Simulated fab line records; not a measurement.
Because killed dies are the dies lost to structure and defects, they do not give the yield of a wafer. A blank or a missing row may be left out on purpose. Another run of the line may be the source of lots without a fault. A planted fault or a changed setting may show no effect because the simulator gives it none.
fab line records | flow nand-harc
record lots=11 wafers=33 last-day=34
route steps=1302 shown A_CHANNEL_HOLE_D2@586 A_CHANNEL_FILL_D2@620 END@1302
lots that met no fault: taken from a fault-free run of the same line
start-h: hours from the record's first day to the start of the lot's first wafer shown | wait-h: hours since the lot's step before | " the same as in the row above | L1.1+2: a row that stands for several wafers | - no value, or no start given | * or withheld: withheld | < > ~ a bound
route shown NAME@n: a module of which the file shows steps, and the number in the route of the first | usual: mean/standard deviation taken from wafers without a fault | same: alike in all rows | chamber/n: place in a boat | sites: each site's reading | _std_site: their standard deviation | _edge_site: outer sites' mean less inner sites' | radius-mm: for every site, how far away it sits from the centre of the wafer | mask NAME#n: copy n | behind: the tool/chamber that last shaped the wafer | hold: why the lot went on hold/how many hours it stayed there/how the hold came to an end | device: the n, p or np transistor that did not switch | end of line: the same wafers' tests at the end of the route | a step given without rows: its recipe and nothing more | killed: count of dies lost to structure and defects at first sort (not the wafer's yield) | map: dies across one wafer; x = killed, . = not, _ = none there
set.NAME: the setting the step ran with; set.NAME@STEP: the setting that earlier step ran with | model.NAME: the simulator's own value behind a step, which no gauge read
the route's steps for a sample of lots (tables are steps, rows are wafers)
services: the hour from which a tool's chamber was out of use, counted from the record's first day as start-h (under 0 if before that day), plus the number of hours and why
## steps
# step NHARC_A_CHANNEL_HOLE_D2_ETCH_38
# recipe target-depth-a=390 over-etch-frac=0.3 time-s=65 ion-energy-ev=80 cf4-flow-sccm=150 ar-flow-sccm=0 rf-w=300 bias-w=100 chemistry=CF4
# usual drypump-motor-current-A=5.7/0.41 mfc-ar-sccm=0.015/0.012 oes-product-au=0.999/0.0091 rf-vpp-V=151.3/1.3 showerhead-plenum-p-Torr=1.78/0.073 throttle-valve-pct=13.284/0.0093
# same over-etch-frac=0.3
# columns lot.wafer tool chamber start-h wait-h drypump-motor-current-A mfc-ar-sccm oes-product-au rf-hours-counter-h rf-vpp-V showerhead-plenum-p-Torr throttle-valve-pct
L239.2 rie-diel-08 3 298.19 0.1 5.0 0.008 0.998 5.4 150.0 1.70 13.291
L239.1 " 1 " " 6.1 0.024 0.988 3.4 149.4 1.70 13.304
L239.5 " 2 " " 6.2 0.008 0.997 - 153.1 1.87 13.293
L241.3 rie-diel-10 3 319.52 0.1 5.6 0.013 1.009 3.3 152.2 1.73 13.283
L241.5 " 0 " " 6.0 0.028 1.000 - 152.6 1.90 13.268
L241.4 " 2 " " 5.8 0 1.005 - 150.8 1.79 13.287
L243.4 rie-diel-03 3 335.75 0.1 6.1 0 0.991 2.6 149.4 1.67 13.304
L243.2 " 0 " " 5.4 0.037 0.993 2.2 152.4 1.82 13.307
L243.1 " 1 " " 6.1 0.007 1.000 3.4 152.7 1.82 13.277
L246.4 rie-diel-10 0 367.32 0.1 6.0 0.028 1.002 4.5 152.9 1.89 13.293
L246.3 " 2 " " 5.8 0 1.008 5.2 150.9 1.79 13.279
L246.2 " 3 " " 5.6 0.013 1.012 5.1 150.4 1.73 13.272
L247.2 rie-diel-08 0 379.25 0.1 5.7 0.009 0.991 0.1 152.1 1.84 13.286
L247.3 " 1 " " 6.1 0.024 1.004 0.1 150.8 1.70 13.285
L247.6 " 0 " " 5.7 0.009 0.988 - 152.8 1.84 13.288
L248.3 rie-diel-08 0 394.48 0.1 5.8 0.009 0.998 0.7 152.2 1.84 13.281
L248.1 " 2 " " 6.2 0.008 0.999 0.9 153.0 1.87 13.283
L248.6 " 1 " " 6.1 0.024 1.011 - 149.4 1.70 13.298
L252.3 rie-diel-10 0 441.01 0.1 6.0 0.028 1.005 1.1 153.0 1.89 13.288
L252.2 " 2 " " 5.8 0 0.996 0.7 152.6 1.79 13.277
L252.5 " 0 " " 6.0 0.028 0.990 - 153.8 1.89 13.286
L253.2 rie-diel-03 0 444.54 0.1 5.4 0.037 0.988 8.4 151.4 1.82 13.292
L253.4 " 2 " " 4.9 0 0.982 11.0 150.7 1.81 13.288
L253.5 " 0 " " 5.4 0.037 0.987 - 151.2 1.82 13.275
L255.3 rie-diel-10 3 460.31 0.1 5.6 0.013 0.998 1.7 150.3 1.73 13.305
L255.1 " 0 " " 6.0 0.028 0.997 1.9 152.4 1.89 13.280
L255.5 " 1 " " 5.5 0.038 1.010 - 152.2 1.76 13.297
L260.3 rie-diel-10 3 504.01 0.1 5.6 0.013 1.000 4.6 148.7 1.73 13.272
L260.1 " 2 " " 5.8 0 1.008 3.8 150.7 1.79 13.278
L260.6 " 0 " " 6.0 0.028 1.001 - 153.3 1.89 13.286
L261.4 rie-diel-03 2 524.04 0.1 4.9 0 0.999 1.9 150.9 1.81 13.276
L261.3 " 0 " " 5.4 0.037 0.979 2.3 151.5 1.82 13.281
L261.5 " 2 " " 4.9 0 0.998 - 152.2 1.81 13.269
# step NHARC_A_CHANNEL_HOLE_D2_ETCH_22
# recipe bias-v=3000 source-w=withheld pressure-mtorr=20 time-s=666.7 ar-flow-sccm=375 c4f8-flow-sccm=89.3 o2-flow-sccm=35.7 temp-c=-20 target-depth-a=16000 chemistry=C4F8/O2/Ar
# usual drypump-motor-current-A=6.1/0.35 mfc-ar-sccm=374.8/1 showerhead-plenum-p-Torr=3.63/0.061 throttle-valve-pct=32.154/0.008
# columns lot.wafer tool chamber start-h wait-h drypump-motor-current-A mfc-ar-sccm rf-hours-counter-h showerhead-plenum-p-Torr throttle-valve-pct
L239.1 har-etch-02 1 300.14 0.4 5.8 376.2 360 3.64 32.165
L239.2 " 0 " " 6.7 375.0 360 3.73 32.137
L239.5 " 0 " " 6.6 376.3 - 3.73 32.148
L241.4 har-etch-01 0 339.46 18.0 5.8 374.2 - 3.69 32.152
L241.3 " 1 " " 6.2 376.1 - 3.58 32.163
L241.5 " 1 " " 6.1 375.8 - 3.58 32.154
L243.1 har-etch-02 0 346.38 0.7 6.6 375.3 391 3.71 32.166
L243.2 " 0 " " 6.6 372.8 - 3.71 32.156
L243.4 " 0 " " 6.6 374.9 - 3.71 32.168
L246.2 har-etch-02 0 370.20 0.4 6.7 375.3 413 3.70 32.162
L246.4 " 0 " " 6.7 375.6 - 3.70 32.161
L246.3 " 1 " " 5.8 374.3 - 3.63 32.148
L247.2 har-etch-01 0 381.31 0.4 5.7 375.1 200 3.67 32.153
L247.3 " 0 " " 5.7 374.8 - 3.67 32.162
L247.6 " 1 " " 6.1 373.1 - 3.56 32.145
L248.1 har-etch-01 0 398.80 0.4 5.7 375.9 215 3.67 32.161
L248.3 " 0 " " 5.7 374.9 - 3.66 32.152
L248.6 " 1 " " 6.1 374.4 - 3.56 32.158
L252.2 har-etch-01 0 442.97 0.4 5.7 374.9 238 3.65 32.146
L252.3 " 0 " " 5.7 375.6 - 3.65 32.166
L252.5 " 0 " " 5.8 374.1 - 3.65 32.155
L253.2 har-etch-01 1 447.24 0.4 6.1 376.1 242 3.54 32.148
L253.4 " 0 " " 5.8 375.7 - 3.65 32.170
L253.5 " 0 " " 5.8 377.7 - 3.65 32.135
L255.1 har-etch-01 0 464.20 0.4 5.7 376.6 253 3.64 32.150
L255.3 " 1 " " 6.1 375.0 - 3.54 32.153
L255.5 " 0 " " 5.7 375.4 - 3.64 32.158
L260.1 har-etch-01 1 509.32 0.4 6.1 374.7 276 3.52 32.158
L260.3 " 1 " " 6.2 375.2 - 3.52 32.153
L260.6 " 1 " " 6.2 374.8 - 3.52 32.154
L261.4 har-etch-01 0 526.20 0.4 5.7 375.5 - 3.63 32.156
L261.3 " 1 " " 6.2 375.0 - 3.52 32.157
L261.5 " 1 " " 6.2 374.4 - 3.52 32.149
# step NHARC_A_CHANNEL_FILL_D2_ETCHBACK_20
# recipe target-depth-a=270 time-s=13.5 c4f8-flow-sccm=withheld o2-flow-sccm=8 ar-flow-sccm=withheld rf-w=600 bias-w=1500 chemistry=C4F8/O2/Ar
# usual oes-product-au=0.990/0.024 rf-vpp-V=978/5.1 run-length-s=34.6/0.51
# columns lot.wafer tool chamber start-h wait-h oes-product-au rf-hours-counter-h rf-vpp-V run-length-s
L239.1 rie-diel-05 0 328.45 - 1.005 16 970 34.5
L239.2 " 1 " " 0.983 17 986 35.5
L239.5 " 0 " " 1.005 - 970 34.0
L241.3 rie-diel-09 1 368.60 - 1.015 1 975 34.1
L241.4 " 0 " " 0.996 1 981 35.1
L241.5 " 1 " " 1.013 - 975 34.5
L243.1 rie-diel-09 3 376.02 - 1.002 1 977 34.2
L243.4 " 0 " " 0.998 1 980 35.1
L243.2 " 1 " " 1.007 1 973 34.5
L246.2 rie-diel-09 0 400.08 - 0.989 2 979 35.2
L246.4 " 1 " " 1.009 2 974 34.2
L246.3 " 2 " " 0.995 2 974 34.2
L247.3 rie-diel-09 0 410.52 - 0.993 3 979 35.6
L247.2 " 1 " " 1.015 2 975 34.3
L247.6 " 2 " " 0.993 - 973 34.3
L248.1 rie-diel-11 1 428.25 - 0.997 5 984 34.5
L248.3 " 2 " " 0.997 5 988 34.8
L248.6 " 3 " " 0.992 - 975 34.8
L252.3 rie-diel-11 1 472.36 - 0.998 1 984 34.6
L252.2 " 3 " " 0.996 1 974 34.9
L252.5 " 1 " " 0.992 - 983 34.9
L253.2 rie-diel-09 1 477.22 - 0.931 5 976 30.3
L253.4 " 1 " " 0.943 - 974 30.3
L253.5 " 0 " " 0.919 - 980 31.8
L255.1 rie-diel-09 0 492.88 - 0.993 6 978 31.8
L255.3 " 2 " " 1.007 5 972 30.3
L255.5 " 1 " " 1.009 - 974 30.5
L260.3 rie-diel-05 0 535.46 - 1.014 22 969 34.0
L260.1 " 2 " " 0.996 23 975 35.1
L260.6 " 3 " " 0.997 - 981 34.7
L261.3 rie-diel-11 0 554.86 - 1.002 2 977 33.7
L261.4 " 2 " " 1.000 3 987 34.9
L261.5 " 0 " " 1.001 - 978 33.9
# step NHARC_A_CHANNEL_FILL_D2_ETCHBACK_08
# recipe target-depth-a=2200 time-s=110 c4f8-flow-sccm=20 ar-flow-sccm=withheld rf-w=600 bias-w=300 chemistry=C4F8
# usual oes-product-au=0.97/0.035 rf-vpp-V=440.6/2.5 run-length-s=131.3/0.58
# columns lot.wafer tool chamber start-h wait-h oes-product-au rf-hours-counter-h rf-vpp-V run-length-s
L239.2 rie-diel-11 2 - - 0.99 3 445.4 131.6
L239.1 " 0 " " 1.00 3 440.4 130.6
L239.5 " 2 " " 1.00 - 445.6 131.8
L241.3 rie-diel-11 2 - - 0.93 5 443.9 131.8
L241.4 " 0 " " 0.92 4 440.6 130.8
L241.5 " 2 " " 0.93 - 445.0 132.3
L243.2 rie-diel-11 3 - - 0.99 4 439.2 130.9
L243.1 " 0 " " 0.95 4 440.6 130.6
L243.4 " 2 " " 0.99 5 445.4 131.8
L246.2 rie-diel-11 2 - - 1.00 5 445.6 131.7
L246.4 " 0 " " 0.99 5 441.1 130.6
L246.3 " 1 " " 1.01 5 444.4 131.2
L247.2 rie-diel-09 3 - - 0.93 3 439.3 130.8
L247.3 " 0 " " 0.92 4 441.8 132.1
L247.6 " 3 " " 0.93 - 439.7 131.2
L248.3 rie-diel-09 2 - - 0.99 3 438.4 131.1
L248.1 " 1 " " 1.01 4 438.7 130.8
L248.6 " 2 " " 0.99 - 438.5 130.7
L252.3 rie-diel-09 1 - - 1.00 6 440.3 131.2
L252.2 " 3 " " 1.00 6 438.2 131.2
L252.5 " 1 " " 1.01 - 437.6 130.7
L253.2 rie-diel-05 1 - - 1.00 15 443.6 132.0
L253.4 " 3 " " 1.00 18 443.4 131.6
L253.5 " 0 " " 1.01 - 434.8 131.0
L255.3 rie-diel-11 1 - - 1.00 2 442.9 131.2
L255.1 " 3 " " 1.00 1 437.0 131.1
L255.5 " 0 " " 0.99 - 439.8 130.9
L260.1 rie-diel-05 2 - - 0.93 26 439.0 131.8
L260.3 " 3 " " 0.93 25 441.8 131.5
L260.6 " 1 " " 0.92 - 443.6 131.7
L261.4 rie-diel-09 3 - - 0.99 2 438.7 130.7
L261.3 " 0 " " 0.99 2 441.2 132.2
L261.5 " 2 " " 1.00 - 440.0 131.1
# step NHARC_END_SORT_01
# recipe temp-c=25
# usual killed-at-array=53/18 killed-at-other=1.0/1.2 killed-at-periphery=3.6/2.4 killed-dies=58/18 killed-open=3.4/1.8 killed-short=2.3/1.5
# same gross-dies=677
# columns lot.wafer tool chamber start-h wait-h killed-at-array killed-at-other killed-at-periphery killed-dies killed-open killed-short
L248.1 prober-01 0 653.92 2.5 84 2 3 89 2 1
L248.3 prober-01 0 655.54 3.1 80 3 3 86 5 6
L248.6 prober-01 0 657.96 4.0 89 1 3 93 2 2
L252.2 prober-01 0 717.69 2.8 71 1 11 83 4 2
L252.3 prober-01 0 718.48 3.1 84 2 7 93 5 2
L252.5 prober-01 0 720.07 3.7 74 0 5 79 2 2
L253.2 prober-02 0 717.73 2.8 75 0 13 88 2 2
L255.3 prober-02 0 734.59 3.1 39 1 3 43 0 2
L255.5 prober-02 0 736.19 3.7 28 1 1 30 2 0
# killed by level:class
L248.1 A_CHANNEL_HOLE_D1:chamber-film-flake=30 A_SLIT:chamber-film-flake=22 A_CHANNEL_HOLE_D2:chamber-film-flake=8 A_STAIRCASE:chamber-film-flake=6 A_CHANNEL_FILL_D1:chamber-film-flake=5 A_CONTACT:chamber-film-flake=5 A_WL_FILL:chamber-film-flake=5 A_ZERO_WELL:chamber-film-flake=2
L248.3 A_CHANNEL_HOLE_D1:chamber-film-flake=22 A_SLIT:chamber-film-flake=19 A_CHANNEL_HOLE_D2:chamber-film-flake=11 A_ZERO_WELL:chamber-film-flake=6 A_STAIRCASE:chamber-film-flake=6 A_CONTACT:chamber-film-flake=3 P_STI:chamber-film-flake=2 THIN_TSV:chamber-film-flake=2
L248.6 A_CHANNEL_HOLE_D1:chamber-film-flake=34 A_SLIT:chamber-film-flake=21 A_CHANNEL_HOLE_D2:chamber-film-flake=14 A_STAIRCASE:chamber-film-flake=4 A_CONTACT:chamber-film-flake=4 A_CHANNEL_FILL_D1:chamber-film-flake=3 P_STI:chamber-film-flake=2 A_M1:chamber-film-flake=2
L252.2 A_CHANNEL_HOLE_D1:chamber-film-flake=31 A_SLIT:chamber-film-flake=17 A_CHANNEL_HOLE_D2:chamber-film-flake=9 A_CONTACT:chamber-film-flake=4 A_BONDPAD:chamber-film-flake=4 P_M0:geometric-particle:open=3 P_CONTACT:chamber-film-flake=3 P_GATE:chamber-film-flake=2
L253.2 A_CHANNEL_HOLE_D1:chamber-film-flake=35 A_CHANNEL_HOLE_D2:chamber-film-flake=14 P_CONTACT:chamber-film-flake=12 A_SLIT:chamber-film-flake=8 A_BONDPAD:chamber-film-flake=6 A_DECK1_JOINT:chamber-film-flake=3 A_CHANNEL_FILL_D2:area-etchback=2 A_CHANNEL_FILL_D1:geometric-particle:short=1
L252.3 A_SLIT:chamber-film-flake=29 A_CHANNEL_HOLE_D1:chamber-film-flake=22 A_CHANNEL_HOLE_D2:chamber-film-flake=14 A_BONDPAD:chamber-film-flake=5 P_CONTACT:geometric-particle:open=2 P_GATE:chamber-film-flake=2 P_CONTACT:chamber-film-flake=2 A_CHANNEL_FILL_D2:chamber-film-flake=2
L252.5 A_CHANNEL_HOLE_D1:chamber-film-flake=34 A_SLIT:chamber-film-flake=20 A_CHANNEL_HOLE_D2:chamber-film-flake=8 A_CONTACT:chamber-film-flake=5 A_BONDPAD:chamber-film-flake=4 P_GATE:chamber-film-flake=2 P_CONTACT:geometric-particle:open=1 P_M2:geometric-particle:short=1
L255.3 A_CHANNEL_HOLE_D1:chamber-film-flake=11 A_CHANNEL_HOLE_D2:chamber-film-flake=10 A_SLIT:chamber-film-flake=5 A_CHANNEL_FILL_D2:area-etchback=5 A_STAIRCASE:chamber-film-flake=3 A_CONTACT:chamber-film-flake=3 P_CONTACT:geometric-particle:short=2 A_DECK1_JOINT:chamber-film-flake=2
L255.5 A_CHANNEL_HOLE_D2:chamber-film-flake=9 A_CHANNEL_HOLE_D1:chamber-film-flake=5 A_DECK1_JOINT:chamber-film-flake=3 A_STAIRCASE:chamber-film-flake=3 A_SLIT:chamber-film-flake=3 A_CONTACT:chamber-film-flake=2 P_M1:geometric-particle:open=1 A_BLC:geometric-particle:open=1
## services
# columns tool chamber start-h hours kind
rie-diel-03 - 281.30 9.0 pm
rie-diel-05 0 283.35 2.7 repair
rie-diel-03 3 291.79 10.1 repair
rie-diel-09 1 310.95 7.7 repair
rie-diel-10 1 318.84 3.5 repair
rie-diel-09 - 320.10 9.0 pm
rie-diel-05 3 321.50 4.2 repair
rie-diel-03 3 348.47 3.0 repair
rie-diel-08 - 367.80 9.0 pm
rie-diel-11 3 380.09 4.9 repair
rie-diel-05 - 406.60 9.0 pm
rie-diel-05 1 415.69 3.3 repair
rie-diel-10 - 418.72 0.5 repair
rie-diel-10 - 419.77 9.0 pm
rie-diel-11 3 422.13 4.1 repair
rie-diel-10 0 432.07 3.8 repair
rie-diel-11 - 432.50 9.0 pm
rie-diel-09 - 438.44 0.5 repair
rie-diel-10 2 452.95 13.8 repair
rie-diel-09 2 470.43 15.0 repair
rie-diel-11 3 487.34 3.1 repair
rie-diel-09 - 497.10 9.0 pm
rie-diel-09 1 541.84 9.8 repair
rie-diel-10 2 551.56 5.8 repair
## key
first-sign step=NHARC_A_CHANNEL_FILL_D2_ETCHBACK_20 reading=run-length-s direction=down sigmas=7.5 usual=* struck=*
effect none on later readings
met-at NHARC_A_CHANNEL_FILL_D2_ETCHBACK_20
struck-lots L253,L255
tester-left-out L253,L255
not-acting-at NHARC_A_CHANNEL_HOLE_D2_ETCH_38,NHARC_A_CHANNEL_HOLE_D2_ETCH_22,NHARC_A_CHANNEL_FILL_D2_ETCHBACK_08
onset-between 410.52 477.22
fault kind=process-parameter-drift tool=rie-diel-09 chamber=- onset-h=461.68 steps=NHARC_A_CHANNEL_FILL_D2_ETCHBACK_20 channel=time-s offset=* shape=step end-h=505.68 acts-in=* stated=*
# tester-left-out: of these lots the tester's yield and bins aren't shown, on N5 and GAA mostly nor the transistor test; their killed dies are dies lost to structure and defects alone, not to doping, threshold or leakage, so they don't give the yield
